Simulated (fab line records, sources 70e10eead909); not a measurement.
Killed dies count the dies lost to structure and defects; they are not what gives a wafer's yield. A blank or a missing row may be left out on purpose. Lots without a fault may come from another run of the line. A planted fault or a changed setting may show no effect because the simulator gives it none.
Matching of chambers ; flow nand_harc ; NHARC_P_ZERO_WELL_DESCUM_26 on rie_diel-04: 4 sister chambers
The step chemistry O2, time 3 s. 4 wafers are shown with their chamber, then 7 later ones without.

WAFERS PAIRED WITH THEIR CHAMBERS
wafer;chamber;drypump_motor_current_A (A)
L084.4;2;6.4
L084.6;0;5.7
L089.3;3;6.5
L089.4;1;5.2

WAFERS WITHOUT THEIR CHAMBER
wafer;drypump_motor_current_A (A)
L089.6;6.4
L095.1;6.4
L095.5;5.7
L095.6;5.3
L097.3;5.7
L097.5;5.3
L097.6;5.7

WHICH CHAMBER EACH WENT THROUGH
wafer;from the rows above;in truth
L089.6;can't be placed: 2 or 3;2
L095.1;can't be placed: 2 or 3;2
L095.5;0;0
L095.6;1;1
L097.3;0;0
L097.5;1;1
L097.6;0;0
Placed correctly: 5 of 7. From these rows, 2 cannot be placed; in 2 the true chamber is one of the candidates. 0 placed wrongly.
How it was worked out, from the rows above alone: a wafer's distance from a chamber is the root of the sum, over the readings, of the square of ((its reading less the chamber's mean) divided by the reading's scatter). If the next closest chamber is less than 2 further off than the closest, the wafer can't be placed; otherwise it belongs to the closest. Each chamber's mean is taken over the wafers shown for it. The scatter: with one shown wafer a chamber, the root of the mean of the squares of how far each hidden wafer lies from its nearest shown one.
